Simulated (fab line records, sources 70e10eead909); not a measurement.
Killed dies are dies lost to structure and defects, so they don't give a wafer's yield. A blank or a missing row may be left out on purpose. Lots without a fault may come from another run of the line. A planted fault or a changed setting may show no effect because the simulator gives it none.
Which tool did it? | flow nand_harc | 24 lots, 72 wafers sampled, at 6 steps of a route of 1302

WHAT THE GAUGES READ, wafer by wafer
NHARC_A_DECK1_JOINT_THK_MEAS_17: measures by ellipsometry.
lot  | measured     | on            | thk_nm (nm)
L074 | day 12 06:20 | film_metro-01 | 44.6 45.4 45.6
L075 | day 12 22:02 | film_metro-01 | 45.3 46.6 44.8
L076 | day 13 02:14 | film_metro-01 | 45.1 45.8 44.5
L077 | day 13 08:14 | film_metro-01 | 45.9 45.3 44.4
L078 | day 14 06:35 | film_metro-02 | 44.2 45.8 44.3
L079 | day 14 11:31 | film_metro-01 | 44.7 43.8 45.5
L080 | day 15 01:58 | film_metro-01 | 46.6 44.9 43.9
L081 | day 15 09:57 | film_metro-02 | 48.5 44.4 45.6
L082 | day 16 08:58 | film_metro-01 | 45.9 45.0 44.8
L083 | day 16 18:08 | film_metro-01 | 42.7 44.0 45.7
L084 | day 16 23:05 | film_metro-01 | 44.6 45.5 46.6
L085 | day 17 08:38 | film_metro-01 | 43.1 46.0 47.0
L086 | day 17 08:38 | film_metro-02 | 44.3 47.1 45.0
L089 | day 18 11:53 | film_metro-01 | 43.6 44.5 45.3
L087 | day 18 11:44 | film_metro-01 | 43.6 44.6 44.7
L088 | day 18 11:43 | film_metro-02 | 46.1 45.7 45.6
L090 | day 19 03:20 | film_metro-01 | 44.8 46.3 46.2
L091 | day 19 16:53 | film_metro-01 | 44.5 45.6 43.7
L092 | day 20 04:00 | film_metro-01 | 45.0 43.2 45.3
L093 | day 20 03:50 | film_metro-02 | 42.7 45.1 44.2
L094 | day 20 18:42 | film_metro-02 | 45.7 46.2 47.4
L095 | day 21 09:33 | film_metro-02 | 43.9 44.5 44.5
L096 | day 21 20:25 | film_metro-02 | 44.8 46.1 44.8
L097 | day 21 20:25 | film_metro-02 | 45.6 44.6 46.2

WHICH TOOL RAN EACH LOT (tool, then ch and the chambers of the sampled wafers, then the start)
lot  | NHARC_P_BONDPAD_PRE_CLEAN_26            | NHARC_P_BONDPAD_PVD_17                  | NHARC_A_CHANNEL_HOLE_D1_ETCH_39               | NHARC_A_DECK1_JOINT_CMP_02    | NHARC_A_DECK1_JOINT_DEP_16
L074 | pvd_sputter-01, day 12 05:31 or earlier | pvd_sputter-01, day 12 05:31 or earlier | rie_diel-05 ch 2,3, day 12 05:31 or earlier   | cmp-01 ch 0,3, day 12 05:31   | pecvd-02 ch 0,1, day 12 06:04
L075 | pvd_sputter-02, day 12 21:17 or earlier | pvd_sputter-02, day 12 21:17 or earlier | rie_diel-05 ch 1,2, day 12 21:17 or earlier   | cmp-04 ch 2,3, day 12 21:17   | pecvd-04 ch 0,1,2, day 12 21:51
L076 | pvd_sputter-02, day 13 01:35 or earlier | pvd_sputter-02, day 13 01:35 or earlier | rie_diel-05 ch 1,3, day 13 01:35 or earlier   | cmp-02 ch 1,2,3, day 13 01:35 | pecvd-04 ch 1,2, day 13 01:57
L077 | pvd_sputter-03, day 13 07:26 or earlier | pvd_sputter-03, day 13 07:26 or earlier | rie_diel-05 ch 2,3, day 13 07:26 or earlier   | cmp-01 ch 1,3, day 13 07:26   | pecvd-04 ch 0,1,2, day 13 07:58
L078 | pvd_sputter-01, day 14 05:55 or earlier | pvd_sputter-01, day 14 05:55 or earlier | rie_diel-09 ch 1,2, day 14 05:55 or earlier   | cmp-02 ch 0,1, day 14 05:55   | pecvd-04 ch 0,1,2, day 14 06:23
L079 | pvd_sputter-01, day 14 10:52 or earlier | pvd_sputter-01, day 14 10:52 or earlier | rie_diel-05 ch 1,2,3, day 14 10:52 or earlier | cmp-04 ch 0,3, day 14 10:52   | pecvd-04 ch 0,1,2, day 14 11:16
L080 | pvd_sputter-01, day 15 01:15 or earlier | pvd_sputter-01, day 15 01:15 or earlier | rie_diel-09 ch 0,2, day 15 01:15 or earlier   | cmp-04 ch 0,1,2, day 15 01:15 | pecvd-04 ch 0,2, day 15 01:41
L081 | pvd_sputter-01, day 15 09:19 or earlier | pvd_sputter-01, day 15 09:19 or earlier | rie_diel-05 ch 1,3, day 15 09:19 or earlier   | cmp-02 ch 0,1, day 15 09:19   | pecvd-02 ch 0,1,2, day 15 09:42
L082 | pvd_sputter-02, day 16 08:18 or earlier | pvd_sputter-02, day 16 08:18 or earlier | rie_diel-05 ch 1,2, day 16 08:18 or earlier   | cmp-02 ch 0,3, day 16 08:18   | pecvd-02 ch 0,1,2, day 16 08:41
L083 | pvd_sputter-03, day 16 17:28 or earlier | pvd_sputter-03, day 16 17:28 or earlier | rie_diel-05 ch 0,3, day 16 17:28 or earlier   | cmp-04 ch 0,1,2, day 16 17:28 | pecvd-02 ch 0,1,2, day 16 17:51
L084 | pvd_sputter-03, day 16 22:25 or earlier | pvd_sputter-03, day 16 22:25 or earlier | rie_diel-05 ch 0,1,2, day 16 22:25 or earlier | cmp-04 ch 0,1,2, day 16 22:25 | pecvd-04 ch 1,2, day 16 22:49
L085 | pvd_sputter-02, day 17 07:59 or earlier | pvd_sputter-02, day 17 07:59 or earlier | rie_diel-05 ch 0,1,2, day 17 07:59 or earlier | cmp-04 ch 0,2,3, day 17 07:59 | pecvd-02 ch 0,1,2, day 17 08:23
L086 | pvd_sputter-03, day 17 07:59 or earlier | pvd_sputter-03, day 17 07:59 or earlier | rie_diel-09 ch 0,3, day 17 07:59 or earlier   | cmp-01 ch 0,1, day 17 07:59   | pecvd-03 ch 0,1, day 17 08:25
L089 | pvd_sputter-03, day 18 11:04 or earlier | pvd_sputter-03, day 18 11:04 or earlier | rie_diel-12 ch 2,3, day 18 11:04 or earlier   | cmp-02 ch 2,3, day 18 11:04   | pecvd-04 ch 0,1,2, day 18 11:37
L087 | pvd_sputter-01, day 18 11:05 or earlier | pvd_sputter-01, day 18 11:05 or earlier | rie_diel-05 ch 0,3, day 18 11:05 or earlier   | cmp-01 ch 2,3, day 18 11:05   | pecvd-03 ch 0,1, day 18 11:29
L088 | pvd_sputter-01, day 18 11:08 or earlier | pvd_sputter-01, day 18 11:08 or earlier | rie_diel-05 ch 1,2, day 18 11:08 or earlier   | cmp-04 ch 0,1,2, day 18 11:08 | pecvd-04 ch 0,1, day 18 11:27
L090 | pvd_sputter-03, day 19 02:42 or earlier | pvd_sputter-03, day 19 02:42 or earlier | rie_diel-05 ch 2,3, day 19 02:42 or earlier   | cmp-04 ch 0,1, day 19 02:42   | pecvd-02 ch 0,1,2, day 19 03:05
L091 | pvd_sputter-02, day 19 16:15 or earlier | pvd_sputter-02, day 19 16:15 or earlier | rie_diel-05 ch 0,1,3, day 19 16:15 or earlier | cmp-04 ch 0,3, day 19 16:15   | pecvd-02 ch 0,2, day 19 16:40
L092 | pvd_sputter-02, day 20 03:10 or earlier | pvd_sputter-02, day 20 03:10 or earlier | rie_diel-05 ch 0,2,3, day 20 03:10 or earlier | cmp-01 ch 0,1,2, day 20 03:10 | pecvd-03 ch 0,1,2, day 20 03:43
L093 | pvd_sputter-03, day 20 03:10 or earlier | pvd_sputter-03, day 20 03:10 or earlier | rie_diel-05 ch 0,2,3, day 20 03:10 or earlier | cmp-04 ch 0,1, day 20 03:10   | pecvd-03 ch 0,2, day 20 03:35
L094 | pvd_sputter-01, day 20 18:03 or earlier | pvd_sputter-01, day 20 18:03 or earlier | rie_diel-05 ch 1,3, day 20 18:03 or earlier   | cmp-01 ch 1,3, day 20 18:03   | pecvd-03 ch 1,2, day 20 18:25
L095 | pvd_sputter-02, day 21 08:55 or earlier | pvd_sputter-02, day 21 08:55 or earlier | rie_diel-05 ch 0,1,2, day 21 08:55 or earlier | cmp-04 ch 1,3, day 21 08:55   | pecvd-03 ch 0,1,2, day 21 09:18
L096 | pvd_sputter-02, day 21 19:48 or earlier | pvd_sputter-02, day 21 19:48 or earlier | rie_diel-05 ch 1,2,3, day 21 19:48 or earlier | cmp-04 ch 0,2,3, day 21 19:48 | pecvd-02 ch 0,2, day 21 20:10
L097 | pvd_sputter-03, day 21 19:45 or earlier | pvd_sputter-03, day 21 19:45 or earlier | rie_diel-12 ch 2,3, day 21 19:45 or earlier   | cmp-02 ch 2,3, day 21 19:45   | pecvd-03 ch 0,1,2, day 21 20:13
- NHARC_P_BONDPAD_PRE_CLEAN_26: time 30 s.
- NHARC_P_BONDPAD_PVD_17: deposits TaN, target thk 5 nm, time 8.06 s.
- NHARC_A_CHANNEL_HOLE_D1_ETCH_39: etches the open film in N2/H2, target depth 260 nm, time 325 s.
- NHARC_A_DECK1_JOINT_CMP_02: polishes SiOx.
- NHARC_A_DECK1_JOINT_DEP_16: deposits SiO2, target thk 45 nm.

WHAT THE TOOLS THEMSELVES READ (means of the sampled wafers that have a number; where no wafer has one, the mark that the record gives instead)
NHARC_P_BONDPAD_PRE_CLEAN_26.
lot  | tool           | heater_power_w (W)
L074 | pvd_sputter-01 | 409
L075 | pvd_sputter-02 | 423
L076 | pvd_sputter-02 | 423
L077 | pvd_sputter-03 | 361
L078 | pvd_sputter-01 | 439
L079 | pvd_sputter-01 | 400
L080 | pvd_sputter-01 | 400
L081 | pvd_sputter-01 | 420
L082 | pvd_sputter-02 | 412
L083 | pvd_sputter-03 | 393
L084 | pvd_sputter-03 | 391
L085 | pvd_sputter-02 | 413
L086 | pvd_sputter-03 | 386
L089 | pvd_sputter-03 | 388
L087 | pvd_sputter-01 | 432
L088 | pvd_sputter-01 | 439
L090 | pvd_sputter-03 | 346
L091 | pvd_sputter-02 | 410
L092 | pvd_sputter-02 | 404
L093 | pvd_sputter-03 | 376
L094 | pvd_sputter-01 | 390
L095 | pvd_sputter-02 | 416
L096 | pvd_sputter-02 | 407
L097 | pvd_sputter-03 | 374

NHARC_P_BONDPAD_PVD_17.
lot  | tool           | throttle_valve_pct (%)
L074 | pvd_sputter-01 | 30.7
L075 | pvd_sputter-02 | 29.0
L076 | pvd_sputter-02 | 29.0
L077 | pvd_sputter-03 | 29.7
L078 | pvd_sputter-01 | 31.4
L079 | pvd_sputter-01 | 31.4
L080 | pvd_sputter-01 | 30.9
L081 | pvd_sputter-01 | 31.4
L082 | pvd_sputter-02 | 29.2
L083 | pvd_sputter-03 | 29.8
L084 | pvd_sputter-03 | 29.7
L085 | pvd_sputter-02 | 29.0
L086 | pvd_sputter-03 | 29.4
L089 | pvd_sputter-03 | 30.1
L087 | pvd_sputter-01 | 31.6
L088 | pvd_sputter-01 | 29.7
L090 | pvd_sputter-03 | 30.3
L091 | pvd_sputter-02 | 28.5
L092 | pvd_sputter-02 | 28.7
L093 | pvd_sputter-03 | 29.5
L094 | pvd_sputter-01 | 30.7
L095 | pvd_sputter-02 | 28.6
L096 | pvd_sputter-02 | 28.8
L097 | pvd_sputter-03 | 29.5

NHARC_A_CHANNEL_HOLE_D1_ETCH_39.
lot  | tool        | drypump_motor_current_A (A) | oes_product_au (a.u.) | rf_vpp_V (V) | showerhead_plenum_p_Torr (Torr) | throttle_valve_pct (%)
L074 | rie_diel-05 | 5.9                         | 0.984                 | 428.4        | 1.96                            | 14.179
L075 | rie_diel-05 | 5.8                         | 0.997                 | 427.4        | 1.94                            | 14.165
L076 | rie_diel-05 | 5.3                         | 0.992                 | 429.9        | 2.01                            | 14.165
L077 | rie_diel-05 | 5.6                         | 0.985                 | 429.3        | 2.00                            | 14.177
L078 | rie_diel-09 | 6.3                         | 1.000                 | 429.9        | 2.05                            | 14.166
L079 | rie_diel-05 | 5.7                         | 0.989                 | 428.8        | 1.97                            | 14.165
L080 | rie_diel-09 | 6.1                         | 0.990                 | 433.0        | 2.11                            | 14.175
L081 | rie_diel-05 | 5.4                         | 1.003                 | 428.9        | 1.97                            | 14.174
L082 | rie_diel-05 | 5.8                         | 0.996                 | 427.7        | 1.93                            | 14.175
L083 | rie_diel-05 | 5.3                         | 0.999                 | 432.8        | 2.11                            | 14.169
L084 | rie_diel-05 | 5.7                         | 0.997                 | 429.4        | 2.00                            | 14.174
L085 | rie_diel-05 | 5.7                         | 1.000                 | 429.0        | 2.00                            | 14.173
L086 | rie_diel-09 | 5.9                         | 0.995                 | 434.2        | 2.18                            | 14.164
L089 | rie_diel-12 | 5.8                         | 0.993                 | 428.6        | 1.96                            | 14.179
L087 | rie_diel-05 | 5.3                         | 1.004                 | 433.5        | 2.10                            | 14.172
L088 | rie_diel-05 | 6.0                         | 0.997                 | 426.6        | 1.93                            | 14.172
L090 | rie_diel-05 | 5.9                         | 0.988                 | 428.2        | 1.95                            | 14.169
L091 | rie_diel-05 | 5.3                         | 1.014                 | 431.3        | 2.04                            | 14.182
L092 | rie_diel-05 | 5.6                         | 0.995                 | 429.9        | 2.03                            | 14.161
L093 | rie_diel-05 | 5.6                         | 0.996                 | 429.7        | 2.03                            | 14.166
L094 | rie_diel-05 | 5.4                         | 0.997                 | 428.4        | 1.97                            | 14.172
L095 | rie_diel-05 | 5.7                         | 1.003                 | 429.7        | 2.00                            | 14.173
L096 | rie_diel-05 | 5.7                         | 0.996                 | 428.5        | 1.96                            | 14.167
L097 | rie_diel-12 | 5.7                         | 1.012                 | 429.5        | 2.03                            | 14.165

NHARC_A_DECK1_JOINT_CMP_02.
lot  | tool   | motor_current_A (A)
L074 | cmp-01 | 11.7
L075 | cmp-04 | 10.9
L076 | cmp-02 | 12.0
L077 | cmp-01 | 12.2
L078 | cmp-02 | 12.8
L079 | cmp-04 | 11.2
L080 | cmp-04 | 10.8
L081 | cmp-02 | 12.4
L082 | cmp-02 | 13.5
L083 | cmp-04 | 10.7
L084 | cmp-04 | 10.6
L085 | cmp-04 | 10.3
L086 | cmp-01 | 11.3
L089 | cmp-02 | 12.3
L087 | cmp-01 | 12.1
L088 | cmp-04 | 10.2
L090 | cmp-04 | 10.2
L091 | cmp-04 | 11.2
L092 | cmp-01 | 11.6
L093 | cmp-04 | 10.4
L094 | cmp-01 | 12.7
L095 | cmp-04 | 11.8
L096 | cmp-04 | 10.6
L097 | cmp-02 | 12.2

NHARC_A_DECK1_JOINT_DEP_16.
lot  | tool     | flow_sccm (sccm) | heater_power_w (W) | throttle_valve_pct (%)
L074 | pecvd-02 | 2658             | 623                | 16.0
L075 | pecvd-04 | 2651             | 556                | 16.0
L076 | pecvd-04 | 2651             | 618                | 15.7
L077 | pecvd-04 | 2651             | 564                | 16.2
L078 | pecvd-04 | 2637             | 553                | 16.1
L079 | pecvd-04 | 2654             | 536                | 16.2
L080 | pecvd-04 | 2648             | 409                | 16.1
L081 | pecvd-02 | 2648             | 504                | 15.8
L082 | pecvd-02 | 2645             | 503                | 15.9
L083 | pecvd-02 | 2656             | 530                | 15.8
L084 | pecvd-04 | 2659             | 514                | 16.1
L085 | pecvd-02 | 2655             | 555                | 16.0
L086 | pecvd-03 | 2643             | 540                | 15.2
L089 | pecvd-04 | 2652             | 524                | 16.3
L087 | pecvd-03 | 2653             | 534                | 15.4
L088 | pecvd-04 | 2657             | 676                | 16.3
L090 | pecvd-02 | 2649             | 511                | 15.6
L091 | pecvd-02 | 2656             | 531                | 15.5
L092 | pecvd-03 | 2644             | 572                | 15.5
L093 | pecvd-03 | 2644             | 501                | 15.7
L094 | pecvd-03 | 2647             | 545                | 15.3
L095 | pecvd-03 | 2646             | 533                | 15.7
L096 | pecvd-02 | 2647             | 492                | 15.5
L097 | pecvd-03 | 2653             | 523                | 15.7

THE ANSWER, worked out from the rows above alone
Rule: what is usual is taken from the lots themselves. Put in order of their means at a reading, lots are off if they are a third of the lots or fewer, leave a main group of 4 or more, and stand apart from it by a gap of 3 or more times the standard deviation of the main group's means; of several such gaps the widest counts. A main group whose means are all the same, to the digits that the tables above print for the reading, isn't used. A lot without any number at a reading at which 4 lots or more have one is off too. The other lots that the step has rows for count as sound. The gauges are gone through in route order, then the tools' own readings, and for those a lot's mean is taken as printed above. The first step at which some lot is off is used, and at that step the reading that is off furthest; a lot without a number counts as furthest.
No lot is off at any reading shown: from this, nothing can be told.

WHAT THE SIMULATOR HAD PUT IN
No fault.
